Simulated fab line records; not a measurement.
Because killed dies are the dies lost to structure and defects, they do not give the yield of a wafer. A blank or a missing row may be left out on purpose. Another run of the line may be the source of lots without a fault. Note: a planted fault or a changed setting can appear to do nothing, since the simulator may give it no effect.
Matching of chambers || flow n5 finfet || rie diel-01 running N5_BEOL_M11_ETCH_61: 4 sister chambers
The step etches SiARC in CF4, target depth 39 nm, time 65 s. 14 wafers are shown with their chamber, then 7 later ones without.

WAFERS, EACH WITH ITS CHAMBER
{"wafer": "L077.2", "chamber": 2, "showerhead plenum p Torr (Torr)": 2.20, "drypump motor current A (A)": 5.78, "throttle valve pct (%)": 16.18}
{"wafer": "L077.3", "chamber": 0, "showerhead plenum p Torr (Torr)": 2.05, "drypump motor current A (A)": 5.41, "throttle valve pct (%)": 15.69}
{"wafer": "L077.5", "chamber": 2, "showerhead plenum p Torr (Torr)": 2.20, "drypump motor current A (A)": 5.74, "throttle valve pct (%)": 16.18}
{"wafer": "L078.2", "chamber": 0, "showerhead plenum p Torr (Torr)": 2.05, "drypump motor current A (A)": 5.42, "throttle valve pct (%)": 15.71}
{"wafer": "L078.3", "chamber": 3, "showerhead plenum p Torr (Torr)": 2.16, "drypump motor current A (A)": 5.17, "throttle valve pct (%)": 15.81}
{"wafer": "L078.6", "chamber": 3, "showerhead plenum p Torr (Torr)": 2.16, "drypump motor current A (A)": 5.16, "throttle valve pct (%)": 15.80}
{"wafer": "L081.3", "chamber": 2, "showerhead plenum p Torr (Torr)": 2.20, "drypump motor current A (A)": 5.72, "throttle valve pct (%)": 15.70}
{"wafer": "L081.4", "chamber": 3, "showerhead plenum p Torr (Torr)": 2.16, "drypump motor current A (A)": 5.16, "throttle valve pct (%)": 15.80}
{"wafer": "L081.5", "chamber": 3, "showerhead plenum p Torr (Torr)": 2.16, "drypump motor current A (A)": 5.17, "throttle valve pct (%)": 15.80}
{"wafer": "L082.1", "chamber": 2, "showerhead plenum p Torr (Torr)": 2.20, "drypump motor current A (A)": 5.74, "throttle valve pct (%)": 15.72}
{"wafer": "L082.2", "chamber": 1, "showerhead plenum p Torr (Torr)": 2.18, "drypump motor current A (A)": 5.49, "throttle valve pct (%)": 15.12}
{"wafer": "L082.6", "chamber": 3, "showerhead plenum p Torr (Torr)": 2.16, "drypump motor current A (A)": 5.17, "throttle valve pct (%)": 15.82}
{"wafer": "L086.1", "chamber": 0, "showerhead plenum p Torr (Torr)": 2.04, "drypump motor current A (A)": 5.44, "throttle valve pct (%)": 15.71}
{"wafer": "L086.2", "chamber": 2, "showerhead plenum p Torr (Torr)": 2.20, "drypump motor current A (A)": 5.75, "throttle valve pct (%)": 15.72}

SIGNATURES, as means of the wafers listed above
{"reading": "showerhead plenum p Torr", "chamber 0": 2.0467, "chamber 1": 2.1800, "chamber 2": 2.2000, "chamber 3": 2.1600, "scatter within a chamber": 0.00258}
{"reading": "drypump motor current A", "chamber 0": 5.4233, "chamber 1": 5.4900, "chamber 2": 5.7460, "chamber 3": 5.1660, "scatter within a chamber": 0.0158}
{"reading": "throttle valve pct", "chamber 0": 15.7033, "chamber 1": 15.1200, "chamber 2": 15.9000, "chamber 3": 15.8060, "scatter within a chamber": 0.162}
Rule: for a wafer and a chamber, the distance is found by dividing, reading by reading, the gap between the wafer's reading and the chamber's mean by the reading's scatter, squaring, summing and taking the root. The wafer belongs to the nearest chamber; if the next one is less than 2 further off, it can't be placed. The scatter is the square root of a quotient: the sum, over the shown wafers, of each reading's squared deviation from its chamber's mean, divided by wafers minus chambers.

WAFERS MISSING THEIR CHAMBER
{"wafer": "L086.4", "showerhead plenum p Torr (Torr)": 2.16, "drypump motor current A (A)": 5.16, "throttle valve pct (%)": 15.83}
{"wafer": "L092.2", "showerhead plenum p Torr (Torr)": 2.19, "drypump motor current A (A)": 5.69, "throttle valve pct (%)": 15.73}
{"wafer": "L092.4", "showerhead plenum p Torr (Torr)": 2.15, "drypump motor current A (A)": 5.16, "throttle valve pct (%)": 15.83}
{"wafer": "L092.6", "showerhead plenum p Torr (Torr)": 2.04, "drypump motor current A (A)": 5.41, "throttle valve pct (%)": 15.74}
{"wafer": "L096.1", "showerhead plenum p Torr (Torr)": 2.03, "drypump motor current A (A)": 5.41, "throttle valve pct (%)": 15.77}
{"wafer": "L096.4", "showerhead plenum p Torr (Torr)": 2.19, "drypump motor current A (A)": 5.74, "throttle valve pct (%)": 15.74}
{"wafer": "L096.6", "showerhead plenum p Torr (Torr)": 2.19, "drypump motor current A (A)": 5.70, "throttle valve pct (%)": 15.73}

EACH ONE'S CHAMBER
{"wafer": "L086.4", "from the rows above": 3, "in truth": 3}
{"wafer": "L092.2", "from the rows above": 2, "in truth": 2}
{"wafer": "L092.4", "from the rows above": 3, "in truth": 3}
{"wafer": "L092.6", "from the rows above": 0, "in truth": 0}
{"wafer": "L096.1", "from the rows above": 0, "in truth": 0}
{"wafer": "L096.4", "from the rows above": 2, "in truth": 2}
{"wafer": "L096.6", "from the rows above": 2, "in truth": 2}
Correctly placed: 7 of 7. Number that these rows cannot place: 0. Placed wrongly: 0.
